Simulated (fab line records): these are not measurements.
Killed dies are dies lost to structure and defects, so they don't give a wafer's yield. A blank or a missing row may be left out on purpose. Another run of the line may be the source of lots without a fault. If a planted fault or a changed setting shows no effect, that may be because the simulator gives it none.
Code-filled problem report in 8D (eight disciplines) form :: flow n5-finfet :: the parts of the form that need people (team, actions taken, sign-off) are left out

## 1. PROBLEM STATEMENT
Wafers without a fault read 1500.0 rpm, standard deviation 0.89; spin-speed-rpm at N5_BEOL_M14_COAT_58 reads a mean of 1438.9 rpm on 9 wafers belonging to 3 lots. Measured from the usual mean, that is -69 standard deviations.
The step: time 60 s, resist thk 89 nm.
The first sign was on wafer L824.2 at day 14 20:22, on litho-track-03. The record has a number at this step for 15 wafers belonging to 5 lots. By rule, "out" or "out of limits" means more than 4 standard deviations away from the usual mean. The other wafers with a number count as sound.

## 2. WHAT IT IS AND WHAT IT IS NOT
question: which readings at this step
is: spin-speed-rpm
is not: chill-plate-temp-C

question: which lots
is: L824, L826, L828
is not: L821, L831

question: which wafers of those lots
is: all that have a number
is not: -

question: read on which tools
is: litho-track-03
is not: litho-track-02

question: when
is: from day 14 20:22
is not: up to then (3 sound wafers); but 3 sound wafers of L831 came after

## 3. THE SUSPECTS, EACH WITH WHAT RULES IT OUT
Counting: a tool stays on the suspect list if, at a process step up to the reading, it processed all lots that are out and no sound lot following the first of them.
- litho-track-03 at N5_BEOL_M14_COAT_58 (time 60 s, resist thk 89 nm): kept. It processed each lot that is out, first L824 at day 14 20:22, and no sound lot thereafter; up to then, the last sound lot it processed was L821 at day 14 06:52. Its own readings are out on those wafers: spin-speed-rpm.
Left after counting: litho-track-03 at N5_BEOL_M14_COAT_58.

## 4. THE CAUSE (what the simulator had put in)
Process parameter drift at N5_BEOL_M14_COAT_58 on litho-track-03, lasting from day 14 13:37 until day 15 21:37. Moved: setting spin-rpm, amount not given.
Counting left only this tool.

## 5. SEQUENCE OF EFFECTS, ordered by route
Each row: a reading whose mean over the struck wafers that have a number lies more than 3 standard deviations from the usual. Only readings for which the record gives a usual standard deviation are gone through. hours: the time from each lot's start at the first step in this table that gives one to its start at this step, as a median over the lots. sigmas: the change in usual standard deviations.
hours: 0
step: N5_BEOL_M14_COAT_58
reading: spin-speed-rpm
usual: 1500.0 rpm
on struck wafers: 1438.9
change: -61.1
sigmas: -69
Its process steps:
- N5_BEOL_M14_COAT_58: time 60 s, resist thk 89 nm.

## 6. HOW IT WOULD HAVE BEEN CAUGHT EARLIER
The fault began at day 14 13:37; the first out-of-limits reading in this record came at day 14 20:22, 7 hours later.
